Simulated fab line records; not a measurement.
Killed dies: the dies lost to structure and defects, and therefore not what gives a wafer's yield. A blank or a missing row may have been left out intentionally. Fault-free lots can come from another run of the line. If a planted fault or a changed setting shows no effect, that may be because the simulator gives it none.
2 desks, one fault    flow nand_harc    what lay behind the numbers comes last; until then each desk has only its own

== FOR THE TOOL OWNER'S DESK: litho_track-06 ==
The tool's own readings at NHARC_P_M2_PEB_07 (peb time 65 s): means of the sampled wafers that have a number, for each lot that ran on this tool. Any lot whose mean is over 4 standard deviations away from the usual mean is out of limits and marked OUT; that distance is given in the brackets.
Columns: A = heater_power_total_W at NHARC_P_M2_PEB_07, usual 156.6 W; B = plate_temp_C at NHARC_P_M2_PEB_07, usual 100.02 C
lot   first seen here  A                B
L473  day 6 21:31      156.4            100.02
L481  day 10 06:07     161.7 (+13) OUT  102.51 (+19) OUT
L482  day 10 12:01     161.7 (+13) OUT  102.55 (+19) OUT
L491  day 14 10:29     156.6            100.18
L492  day 14 20:41     156.8            100.01
L493  day 14 22:13     156.8            99.89
This desk's verdict: out of limits on L481, L482, starting with L481 at day 10 06:07 (heater_power_total_W at NHARC_P_M2_PEB_07). L473, L491, L492, L493: within limits.

== METROLOGY DESK ==
What the gauges read, lot by lot, whatever tool the lot ran on: means of the sampled wafers that have a number. Any lot whose mean is over 4 standard deviations away from the usual mean is out of limits and marked OUT; that distance is given in the brackets.
Columns: A = thk_nm at NHARC_P_M1_THK_MEAS_24, usual 158.0 nm; B = cd_nm at NHARC_P_M2_CD_MEAS_09, usual 170.4 nm
lot   first seen here  A      B
L472  day 6 06:13      158.2  170.4
L473  day 6 20:04      156.4  169.7
L481  day 10 04:37     157.9  178.4 (+13) OUT
L482  day 10 10:32     157.3  177.9 (+13) OUT
L485  day 11 22:13     156.6  170.6
L486  day 12 16:48     156.9  170.7
L488  day 13 02:46     156.7  171.2
L490  day 13 20:08     159.4  170.6
L491  day 14 08:58     159.2  170.5
L492  day 14 19:11     158.4  170.8
L493  day 14 20:46     160.0  170.0
L494  day 15 09:59     157.0  170.2
L495  day 15 17:49     158.9  169.7
This desk's verdict: out of limits on L481, L482, starting with L481 at day 10 06:12 (cd_nm at NHARC_P_M2_CD_MEAS_09). L472, L473, L485, L486, L488, L490, L491, L492, L493, L494, L495: within limits.

== ALL TOGETHER ==
The tool owner's desk could have raised an alarm at day 10 06:07, on L481, L482.
On L481, L482, the metrology desk was in a position to raise an alarm at day 10 06:12.
Every lot named ran NHARC_P_M2_PEB_07 on litho_track-06.

== WHAT THE SIMULATOR HAD INSERTED ==
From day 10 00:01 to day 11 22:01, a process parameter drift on litho_track-06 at NHARC_P_M2_PEB_07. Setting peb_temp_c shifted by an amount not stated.
Struck lots among those shown: L481, L482.
Counting hours from when the fault started, the first reading out of limits came at 6 for the tool owner's desk and at 6 for the metrology desk.
